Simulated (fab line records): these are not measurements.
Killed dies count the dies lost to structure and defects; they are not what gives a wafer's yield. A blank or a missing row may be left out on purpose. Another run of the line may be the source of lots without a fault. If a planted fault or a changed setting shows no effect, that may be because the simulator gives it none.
Matching of chambers || flow nand-harc || NHARC_A_CONTACT_ALD_18 on ald-metal-02 has 4 sister chambers
The step deposits TiN, target thk 3 nm, pulse time 1 s, ald cycles 150. 4 wafers are shown with their chamber, then 7 later ones without.

## WAFERS WITH THEIR CHAMBER
{"wafer": "L198.6", "chamber": 1, "heater-power-w (W)": 910}
{"wafer": "L201.4", "chamber": 2, "heater-power-w (W)": 917}
{"wafer": "L204.2", "chamber": 3, "heater-power-w (W)": 1029}
{"wafer": "L204.3", "chamber": 0, "heater-power-w (W)": 1078}

## WAFERS WITH NO CHAMBER GIVEN
{"wafer": "L204.6", "heater-power-w (W)": 941}
{"wafer": "L205.4", "heater-power-w (W)": 898}
{"wafer": "L205.5", "heater-power-w (W)": 1029}
{"wafer": "L205.6", "heater-power-w (W)": 1117}
{"wafer": "L211.1", "heater-power-w (W)": 1126}
{"wafer": "L211.4", "heater-power-w (W)": 840}
{"wafer": "L211.6", "heater-power-w (W)": 1042}

## WHICH CHAMBER EACH ONE RAN IN
{"wafer": "L204.6", "from the rows above": "can't be placed: 2 or 1 or 3", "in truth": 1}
{"wafer": "L205.4", "from the rows above": "can't be placed: 1 or 2", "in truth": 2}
{"wafer": "L205.5", "from the rows above": "can't be placed: 3 or 0", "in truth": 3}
{"wafer": "L205.6", "from the rows above": "can't be placed: 0 or 3", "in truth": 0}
{"wafer": "L211.1", "from the rows above": "can't be placed: 0 or 3", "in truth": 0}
{"wafer": "L211.4", "from the rows above": "can't be placed: 1 or 2", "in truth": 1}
{"wafer": "L211.6", "from the rows above": "can't be placed: 3 or 0", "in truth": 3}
Placed correctly: 0 of 7. From these rows, 7 cannot be placed; in 7 the true chamber is one of the candidates. Wrongly placed: 0.
How it was worked out, from the rows above alone: a wafer's distance from a chamber is the root of the sum, over the readings, of the square of ((its reading less the chamber's mean) divided by the reading's scatter). The wafer belongs to the nearest chamber; if the next one is less than 2 further off, it can't be placed. Each chamber's mean is taken over the wafers shown for it. The scatter: root of mean squared gap, hidden wafer to nearest shown wafer, with one shown wafer a chamber.
